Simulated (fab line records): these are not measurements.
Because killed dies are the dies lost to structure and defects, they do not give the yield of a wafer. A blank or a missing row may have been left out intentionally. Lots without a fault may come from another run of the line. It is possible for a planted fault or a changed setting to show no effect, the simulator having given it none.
Chamber matching / flow n5_finfet / 4 sister chambers for N5_BEOL_M15_DESCUM_15 on rie_diel-03
The step chemistry O2, time 7.9 s. 4 wafers are shown with their chamber, then 7 later ones without.

WAFERS PAIRED WITH THEIR CHAMBERS
wafer=L081.6; chamber=1; showerhead_plenum_p_Torr (Torr)=2.21
wafer=L083.4; chamber=0; showerhead_plenum_p_Torr (Torr)=2.17
wafer=L089.1; chamber=2; showerhead_plenum_p_Torr (Torr)=2.03
wafer=L089.2; chamber=3; showerhead_plenum_p_Torr (Torr)=2.23

WAFERS WITHOUT THEIR CHAMBER
wafer=L089.3; showerhead_plenum_p_Torr (Torr)=2.20
wafer=L092.1; showerhead_plenum_p_Torr (Torr)=2.03
wafer=L092.2; showerhead_plenum_p_Torr (Torr)=2.17
wafer=L092.4; showerhead_plenum_p_Torr (Torr)=2.17
wafer=L095.2; showerhead_plenum_p_Torr (Torr)=2.03
wafer=L095.5; showerhead_plenum_p_Torr (Torr)=2.23
wafer=L095.6; showerhead_plenum_p_Torr (Torr)=2.03

EACH ONE'S CHAMBER
wafer=L089.3; from the rows above=1; in truth=1
wafer=L092.1; from the rows above=2; in truth=2
wafer=L092.2; from the rows above=0; in truth=0
wafer=L092.4; from the rows above=0; in truth=0
wafer=L095.2; from the rows above=2; in truth=2
wafer=L095.5; from the rows above=3; in truth=3
wafer=L095.6; from the rows above=2; in truth=2
Correctly placed: 7 of 7. From these rows, 0 cannot be placed. 0 placed wrongly.
How it was worked out, from the rows above alone: a wafer's distance from a chamber is the root of the sum, over the readings, of the square of ((its reading less the chamber's mean) divided by the reading's scatter). The wafer belongs to the nearest chamber; if the next one is less than 2 further off, it can't be placed. For every chamber, the mean is computed from those of its wafers that are shown. The scatter: with one shown wafer a chamber, the root of the mean of the squares of how far each hidden wafer lies from its nearest shown one.
